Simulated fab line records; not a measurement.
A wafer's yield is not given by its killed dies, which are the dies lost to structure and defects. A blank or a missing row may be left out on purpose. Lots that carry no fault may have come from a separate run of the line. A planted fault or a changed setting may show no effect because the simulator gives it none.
Matching of chambers || flow nand-harc || 3 sister chambers for NHARC_A_BONDPAD_DEP_00 on pecvd-01
The step deposits SiCN, target thk 250 nm. 16 wafers are shown with their chamber, then 8 later ones without.

EACH WAFER AND ITS CHAMBER
{"wafer": "L074.3", "chamber": 0, "heater-power-w (W)": 511}
{"wafer": "L074.4", "chamber": 0, "heater-power-w (W)": 516}
{"wafer": "L074.5", "chamber": 1, "heater-power-w (W)": 606}
{"wafer": "L076.1", "chamber": 2, "heater-power-w (W)": 690}
{"wafer": "L076.3", "chamber": 0, "heater-power-w (W)": 586}
{"wafer": "L076.4", "chamber": 2, "heater-power-w (W)": 566}
{"wafer": "L084.2", "chamber": 0, "heater-power-w (W)": 560}
{"wafer": "L084.4", "chamber": 2, "heater-power-w (W)": 603}
{"wafer": "L084.6", "chamber": 1, "heater-power-w (W)": 520}
{"wafer": "L082.3", "chamber": 0, "heater-power-w (W)": 515}
{"wafer": "L082.5", "chamber": 1, "heater-power-w (W)": 553}
{"wafer": "L082.6", "chamber": 2, "heater-power-w (W)": 603}
{"wafer": "L087.2", "chamber": 2, "heater-power-w (W)": 660}
{"wafer": "L087.4", "chamber": 0, "heater-power-w (W)": 564}
{"wafer": "L087.6", "chamber": 2, "heater-power-w (W)": 676}
{"wafer": "L089.2", "chamber": 2, "heater-power-w (W)": 689}

SIGNATURES (means of the wafers above)
{"reading": "heater-power-w", "chamber 0": 542.00, "chamber 1": 559.67, "chamber 2": 641.00, "scatter within a chamber": 42.7}
Rule: distance of a wafer from a chamber = root of the sum over the readings of ((wafer's reading minus chamber's mean) / reading's scatter) squared. If the next closest chamber is less than 2 further off than the closest, the wafer can't be placed; otherwise it belongs to the closest. The scatter: take each reading less its chamber's mean, square it, sum over the shown wafers, divide by the number of wafers less the number of chambers, and take the root.

WAFERS WITHOUT THEIR CHAMBER
{"wafer": "L089.4", "heater-power-w (W)": 542}
{"wafer": "L089.5", "heater-power-w (W)": 562}
{"wafer": "L088.1", "heater-power-w (W)": 554}
{"wafer": "L088.2", "heater-power-w (W)": 667}
{"wafer": "L088.5", "heater-power-w (W)": 661}
{"wafer": "L094.1", "heater-power-w (W)": 563}
{"wafer": "L094.2", "heater-power-w (W)": 570}
{"wafer": "L094.3", "heater-power-w (W)": 625}

EACH ONE'S CHAMBER
{"wafer": "L089.4", "from the rows above": "can't be placed: 0 or 1", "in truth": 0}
{"wafer": "L089.5", "from the rows above": "can't be placed: 1 or 0 or 2", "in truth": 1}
{"wafer": "L088.1", "from the rows above": "can't be placed: 1 or 0 or 2", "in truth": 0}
{"wafer": "L088.2", "from the rows above": "can't be placed: 2 or 1", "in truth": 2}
{"wafer": "L088.5", "from the rows above": "can't be placed: 2 or 1", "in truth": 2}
{"wafer": "L094.1", "from the rows above": "can't be placed: 1 or 0 or 2", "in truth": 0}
{"wafer": "L094.2", "from the rows above": "can't be placed: 1 or 0 or 2", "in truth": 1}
{"wafer": "L094.3", "from the rows above": "can't be placed: 2 or 1 or 0", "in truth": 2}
Placed correctly: 0 of 8. Can't be placed from these rows: 8 (the true chamber is among the candidates in 8). 0 placed wrongly.
